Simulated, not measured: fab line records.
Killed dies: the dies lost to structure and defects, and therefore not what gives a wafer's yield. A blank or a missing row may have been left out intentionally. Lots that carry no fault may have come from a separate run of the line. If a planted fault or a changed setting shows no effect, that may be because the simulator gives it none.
The tool behind it: which one? | flow n5Finfet | 11 lots (33 wafers sampled), 1 step of a 1938-step route

WHAT EACH GAUGE READ, for each wafer
N5_BEOL_M7_CD_MEAS_35 targets a cd of 40 nm.
lot  | measured     | on       | cdNm (nm)
L424 | day 8 19:02  | cdSem-02 | 40.7 41.0 40.1
L426 | day 10 03:38 | cdSem-01 | 40.9 40.7 40.1
L430 | day 11 04:19 | cdSem-01 | 39.4 40.0 39.6
L432 | day 11 09:55 | cdSem-01 | 40.1 39.6 39.3
L431 | day 11 12:19 | cdSem-03 | 39.6 40.0 39.6
L435 | day 11 12:45 | cdSem-01 | 39.1 40.9 39.6
L433 | day 12 02:47 | cdSem-02 | 40.4 39.2 39.4
L444 | day 14 04:48 | cdSem-03 | 39.7 40.0 39.6
L445 | day 15 15:22 | cdSem-03 | 40.5 40.2 39.8
L447 | day 15 15:46 | cdSem-03 | 38.9 39.2 40.1
L446 | day 15 17:36 | cdSem-03 | 40.4 40.6 40.4

TOOL THAT RAN EACH LOT (tool first, then ch and the chambers of the sampled wafers, then the start)
The record shows no process step preceding these readings.

THE ANSWER, worked out from the rows above alone
Rule: usual is defined by the lots themselves. Put in order of their means at a reading, lots are off if they are a third of the lots or fewer, leave a main group of 4 or more, and stand apart from it by a gap of 3 or more times the standard deviation of the main group's means; of several such gaps the widest counts. The tables above print the reading to a certain number of digits; a main group whose means all agree to those digits is not used. A lot without any number at a reading at which 4 lots or more have one is off too. Where the step has rows for the other lots, those lots are counted as sound.
No lot is off on any of the readings shown, so nothing can be concluded from this.

WHAT THE SIMULATOR PUT IN
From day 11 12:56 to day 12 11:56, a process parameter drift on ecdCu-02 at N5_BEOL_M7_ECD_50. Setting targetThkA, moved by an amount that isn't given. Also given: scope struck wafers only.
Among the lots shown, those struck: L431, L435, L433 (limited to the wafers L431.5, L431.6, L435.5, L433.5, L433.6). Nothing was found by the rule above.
